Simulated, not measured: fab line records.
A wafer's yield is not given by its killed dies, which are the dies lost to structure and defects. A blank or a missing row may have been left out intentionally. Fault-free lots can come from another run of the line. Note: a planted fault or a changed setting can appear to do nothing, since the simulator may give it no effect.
Split-lot experiment / flow n5Finfet / on a route of 1938 steps: 7 lots, 39 wafers read

## SPLIT DETAILS
At N5_SD_EPI_P_EPI_21 (deposits SiGe:B, time 355 s), the setting timeS was moved away from the recipe's 355 s on 15 of the 39 wafers read, by -36.3% to +55.8%. All remaining wafers had this setting at the recipe value.

Reading taken at the split's own step.

## THE READING
SiGe-B_of_SD_EPI_P_EPI_21.thkNm (the simulator's own value, which no gauge read), in nm, at N5_SD_EPI_P_EPI_21 (deposits SiGe:B, time 355 s). The file does not state a usual value for it. The 24 wafers here that ran the recipe average 61.0 nm, standard deviation 0.59 nm.

wafer=L074.1; tool, chamber at the split=epiRpcvd-03, 0; timeS as run, s=355; against the recipe=recipe; SiGe-B_of_SD_EPI_P_EPI_21.thkNm, nm=60.8; against lot-mates on the recipe=-
wafer=L074.2; tool, chamber at the split=epiRpcvd-03, 0; timeS as run, s=270.7; against the recipe=-23.7%; SiGe-B_of_SD_EPI_P_EPI_21.thkNm, nm=50.6; against lot-mates on the recipe=-9.9
wafer=L074.3; tool, chamber at the split=epiRpcvd-03, 0; timeS as run, s=270.7; against the recipe=-23.7%; SiGe-B_of_SD_EPI_P_EPI_21.thkNm, nm=50.6; against lot-mates on the recipe=-9.9
wafer=L074.4; tool, chamber at the split=epiRpcvd-03, 0; timeS as run, s=270.7; against the recipe=-23.7%; SiGe-B_of_SD_EPI_P_EPI_21.thkNm, nm=50.6; against lot-mates on the recipe=-9.9
wafer=L074.5; tool, chamber at the split=epiRpcvd-03, 0; timeS as run, s=355; against the recipe=recipe; SiGe-B_of_SD_EPI_P_EPI_21.thkNm, nm=60.6; against lot-mates on the recipe=-
wafer=L074.6; tool, chamber at the split=epiRpcvd-03, 0; timeS as run, s=355; against the recipe=recipe; SiGe-B_of_SD_EPI_P_EPI_21.thkNm, nm=60.2; against lot-mates on the recipe=-
wafer=L079.3; tool, chamber at the split=epiRpcvd-02, 0; timeS as run, s=355; against the recipe=recipe; SiGe-B_of_SD_EPI_P_EPI_21.thkNm, nm=60.6; against lot-mates on the recipe=-
wafer=L079.5; tool, chamber at the split=epiRpcvd-02, 0; timeS as run, s=355; against the recipe=recipe; SiGe-B_of_SD_EPI_P_EPI_21.thkNm, nm=60.6; against lot-mates on the recipe=-
wafer=L079.6; tool, chamber at the split=epiRpcvd-02, 0; timeS as run, s=355; against the recipe=recipe; SiGe-B_of_SD_EPI_P_EPI_21.thkNm, nm=60.4; against lot-mates on the recipe=-
wafer=L082.1; tool, chamber at the split=epiRpcvd-01, 0; timeS as run, s=355; against the recipe=recipe; SiGe-B_of_SD_EPI_P_EPI_21.thkNm, nm=60.8; against lot-mates on the recipe=-
wafer=L082.2; tool, chamber at the split=epiRpcvd-01, 0; timeS as run, s=242.4; against the recipe=-31.7%; SiGe-B_of_SD_EPI_P_EPI_21.thkNm, nm=44.8; against lot-mates on the recipe=-16.1
wafer=L082.3; tool, chamber at the split=epiRpcvd-01, 0; timeS as run, s=355; against the recipe=recipe; SiGe-B_of_SD_EPI_P_EPI_21.thkNm, nm=61; against lot-mates on the recipe=-
wafer=L082.4; tool, chamber at the split=epiRpcvd-01, 0; timeS as run, s=355; against the recipe=recipe; SiGe-B_of_SD_EPI_P_EPI_21.thkNm, nm=61; against lot-mates on the recipe=-
wafer=L082.5; tool, chamber at the split=epiRpcvd-01, 0; timeS as run, s=242.4; against the recipe=-31.7%; SiGe-B_of_SD_EPI_P_EPI_21.thkNm, nm=45.2; against lot-mates on the recipe=-15.7
wafer=L082.6; tool, chamber at the split=epiRpcvd-01, 0; timeS as run, s=242.4; against the recipe=-31.7%; SiGe-B_of_SD_EPI_P_EPI_21.thkNm, nm=45.4; against lot-mates on the recipe=-15.5
wafer=L084.1; tool, chamber at the split=epiRpcvd-01, 0; timeS as run, s=427.1; against the recipe=+20.3%; SiGe-B_of_SD_EPI_P_EPI_21.thkNm, nm=69.6; against lot-mates on the recipe=+7.7
wafer=L084.3; tool, chamber at the split=epiRpcvd-01, 0; timeS as run, s=427.1; against the recipe=+20.3%; SiGe-B_of_SD_EPI_P_EPI_21.thkNm, nm=69.6; against lot-mates on the recipe=+7.7
wafer=L084.2; tool, chamber at the split=epiRpcvd-01, 0; timeS as run, s=355; against the recipe=recipe; SiGe-B_of_SD_EPI_P_EPI_21.thkNm, nm=61.8; against lot-mates on the recipe=-
wafer=L084.4; tool, chamber at the split=epiRpcvd-01, 0; timeS as run, s=427.1; against the recipe=+20.3%; SiGe-B_of_SD_EPI_P_EPI_21.thkNm, nm=70.2; against lot-mates on the recipe=+8.3
wafer=L084.5; tool, chamber at the split=epiRpcvd-01, 0; timeS as run, s=355; against the recipe=recipe; SiGe-B_of_SD_EPI_P_EPI_21.thkNm, nm=62; against lot-mates on the recipe=-
wafer=L084.6; tool, chamber at the split=epiRpcvd-01, 0; timeS as run, s=355; against the recipe=recipe; SiGe-B_of_SD_EPI_P_EPI_21.thkNm, nm=62; against lot-mates on the recipe=-
wafer=L085.1; tool, chamber at the split=epiRpcvd-01, 0; timeS as run, s=355; against the recipe=recipe; SiGe-B_of_SD_EPI_P_EPI_21.thkNm, nm=61; against lot-mates on the recipe=-
wafer=L085.6; tool, chamber at the split=epiRpcvd-01, 0; timeS as run, s=355; against the recipe=recipe; SiGe-B_of_SD_EPI_P_EPI_21.thkNm, nm=61; against lot-mates on the recipe=-
wafer=L085.2; tool, chamber at the split=epiRpcvd-01, 0; timeS as run, s=355; against the recipe=recipe; SiGe-B_of_SD_EPI_P_EPI_21.thkNm, nm=61.2; against lot-mates on the recipe=-
wafer=L085.5; tool, chamber at the split=epiRpcvd-01, 0; timeS as run, s=355; against the recipe=recipe; SiGe-B_of_SD_EPI_P_EPI_21.thkNm, nm=61.2; against lot-mates on the recipe=-
wafer=L085.3; tool, chamber at the split=epiRpcvd-01, 0; timeS as run, s=355; against the recipe=recipe; SiGe-B_of_SD_EPI_P_EPI_21.thkNm, nm=61.6; against lot-mates on the recipe=-
wafer=L085.4; tool, chamber at the split=epiRpcvd-01, 0; timeS as run, s=355; against the recipe=recipe; SiGe-B_of_SD_EPI_P_EPI_21.thkNm, nm=60.6; against lot-mates on the recipe=-
wafer=L089.1; tool, chamber at the split=epiRpcvd-01, 0; timeS as run, s=355; against the recipe=recipe; SiGe-B_of_SD_EPI_P_EPI_21.thkNm, nm=61; against lot-mates on the recipe=-
wafer=L089.2; tool, chamber at the split=epiRpcvd-01, 0; timeS as run, s=226.1; against the recipe=-36.3%; SiGe-B_of_SD_EPI_P_EPI_21.thkNm, nm=41.6; against lot-mates on the recipe=-18.8
wafer=L089.3; tool, chamber at the split=epiRpcvd-01, 0; timeS as run, s=355; against the recipe=recipe; SiGe-B_of_SD_EPI_P_EPI_21.thkNm, nm=60.4; against lot-mates on the recipe=-
wafer=L089.4; tool, chamber at the split=epiRpcvd-01, 0; timeS as run, s=226.1; against the recipe=-36.3%; SiGe-B_of_SD_EPI_P_EPI_21.thkNm, nm=42.2; against lot-mates on the recipe=-18.2
wafer=L089.5; tool, chamber at the split=epiRpcvd-01, 0; timeS as run, s=355; against the recipe=recipe; SiGe-B_of_SD_EPI_P_EPI_21.thkNm, nm=59.8; against lot-mates on the recipe=-
wafer=L089.6; tool, chamber at the split=epiRpcvd-01, 0; timeS as run, s=226.1; against the recipe=-36.3%; SiGe-B_of_SD_EPI_P_EPI_21.thkNm, nm=42; against lot-mates on the recipe=-18.4
wafer=L094.1; tool, chamber at the split=epiRpcvd-01, 0; timeS as run, s=355; against the recipe=recipe; SiGe-B_of_SD_EPI_P_EPI_21.thkNm, nm=62; against lot-mates on the recipe=-
wafer=L094.2; tool, chamber at the split=epiRpcvd-01, 0; timeS as run, s=355; against the recipe=recipe; SiGe-B_of_SD_EPI_P_EPI_21.thkNm, nm=60.4; against lot-mates on the recipe=-
wafer=L094.3; tool, chamber at the split=epiRpcvd-01, 0; timeS as run, s=355; against the recipe=recipe; SiGe-B_of_SD_EPI_P_EPI_21.thkNm, nm=61.6; against lot-mates on the recipe=-
wafer=L094.4; tool, chamber at the split=epiRpcvd-01, 0; timeS as run, s=553.1; against the recipe=+55.8%; SiGe-B_of_SD_EPI_P_EPI_21.thkNm, nm=82.4; against lot-mates on the recipe=+21.1
wafer=L094.5; tool, chamber at the split=epiRpcvd-01, 0; timeS as run, s=553.1; against the recipe=+55.8%; SiGe-B_of_SD_EPI_P_EPI_21.thkNm, nm=83.2; against lot-mates on the recipe=+21.9
wafer=L094.6; tool, chamber at the split=epiRpcvd-01, 0; timeS as run, s=553.1; against the recipe=+55.8%; SiGe-B_of_SD_EPI_P_EPI_21.thkNm, nm=83.8; against lot-mates on the recipe=+22.5

FIT RESULTS
A straight line over all 39 wafers: SiGe-B_of_SD_EPI_P_EPI_21.thkNm changes by +0.444 nm for each +1% of timeS; r = +0.99; the points scatter about the line by 1.2 nm.
The same after taking each lot's own level away (the mean of its wafers on the recipe; 39 wafers): +0.433 nm for each +1%; r = +0.99; scatter 1.1 nm.
The reading moves by 24 nm for the largest change in timeS, on that fit.
The span of the lots' own levels, 60.40 to 61.93 nm, comes to 2.6 times the standard deviation stated above.
The two slopes are in agreement: the lot-to-lot level therefore moves the slope only a little.
Check: for one of the wafers moved furthest among these (+55.8%), held out of the fit, the line's prediction against its lot-mates is +24.1 nm. Against them it came out at +21.1 nm.

## FURTHER SPLITS ON THESE WAFERS
These wafers also went through other splits before the reading. Each is held against what the fit with the lots' levels taken away leaves over:
other split on the same wafers=N5_ZERO_LAYER_ETCH_18 targetDepthA; wafers away from the commonest value=12; r with SiGe-B_of_SD_EPI_P_EPI_21.thkNm (lot level and that fit taken away)=-0.27
other split on the same wafers=N5_FIN_SAQP_ETCH_69 targetDepthA; wafers away from the commonest value=15; r with SiGe-B_of_SD_EPI_P_EPI_21.thkNm (lot level and that fit taken away)=-0.01

## THE WHOLE CHAIN: every reading that the file lists as answering this split, in the file's order
step=N5_SD_EPI_P_EPI_21; what it does=deposits SiGe:B, time 355 s; reading=SiGe-B_of_SD_EPI_P_EPI_21.thkNm (the simulator's own value, which no gauge read); change (the file's fit)=+0.434 nm for each +1% of the setting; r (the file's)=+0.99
step=N5_SD_EPI_P_EPI_MEAS_23; what it does=; reading=thkNm; change (the file's fit)=withheld for each +1% of the setting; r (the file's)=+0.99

## FILE'S OWN FIT
SiGe-B_of_SD_EPI_P_EPI_21.thkNm changes by +0.434 nm for each +1% of timeS, r = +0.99.
